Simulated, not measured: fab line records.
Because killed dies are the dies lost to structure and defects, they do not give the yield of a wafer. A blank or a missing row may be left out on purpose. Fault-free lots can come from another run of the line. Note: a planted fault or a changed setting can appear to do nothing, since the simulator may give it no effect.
Matching of chambers :: flow n5 finfet :: 4 sister chambers for N5_BEOL_M1_STRIP_19 on rie diel-02
The step strips in O2. 7 wafers are shown with their chamber, then 7 later ones without.

WAFERS PAIRED WITH THEIR CHAMBERS
wafer: L080.3
chamber: 0
drypump motor current A (A): 5.7
showerhead plenum p Torr (Torr): 2.13

wafer: L080.6
chamber: 1
drypump motor current A (A): 6.4
showerhead plenum p Torr (Torr): 2.24

wafer: L083.1
chamber: 1
drypump motor current A (A): 6.4
showerhead plenum p Torr (Torr): 2.24

wafer: L083.4
chamber: 0
drypump motor current A (A): 5.8
showerhead plenum p Torr (Torr): 2.12

wafer: L083.6
chamber: 2
drypump motor current A (A): 6.1
showerhead plenum p Torr (Torr): 2.13

wafer: L086.1
chamber: 3
drypump motor current A (A): 4.7
showerhead plenum p Torr (Torr): 2.03

wafer: L086.4
chamber: 2
drypump motor current A (A): 6.1
showerhead plenum p Torr (Torr): 2.13

WAFERS WITHOUT THEIR CHAMBER
wafer: L086.5
drypump motor current A (A): 4.7
showerhead plenum p Torr (Torr): 2.03

wafer: L094.2
drypump motor current A (A): 4.7
showerhead plenum p Torr (Torr): 2.02

wafer: L094.4
drypump motor current A (A): 6.1
showerhead plenum p Torr (Torr): 2.13

wafer: L094.5
drypump motor current A (A): 6.4
showerhead plenum p Torr (Torr): 2.23

wafer: L095.1
drypump motor current A (A): 4.8
showerhead plenum p Torr (Torr): 2.02

wafer: L095.3
drypump motor current A (A): 6.4
showerhead plenum p Torr (Torr): 2.23

wafer: L095.6
drypump motor current A (A): 5.7
showerhead plenum p Torr (Torr): 2.12

WHICH CHAMBER EACH ONE RAN IN
wafer: L086.5
from the rows above: 3
in truth: 3

wafer: L094.2
from the rows above: 3
in truth: 3

wafer: L094.4
from the rows above: 2
in truth: 2

wafer: L094.5
from the rows above: 1
in truth: 1

wafer: L095.1
from the rows above: 3
in truth: 3

wafer: L095.3
from the rows above: 1
in truth: 1

wafer: L095.6
from the rows above: 0
in truth: 0
Correct placement for 7 of the 7. Can't be placed from these rows: 0. Number placed wrongly: 0.
How it was worked out, from the rows above alone: a wafer's distance from a chamber is the root of the sum, over the readings, of the square of ((its reading less the chamber's mean) divided by the reading's scatter). The wafer belongs to the nearest chamber; if the next one is less than 2 further off, it can't be placed. The mean given for a chamber averages the wafers shown for that chamber. The scatter: take each reading less its chamber's mean, square it, sum over the shown wafers, divide by the number of wafers less the number of chambers, and take the root.
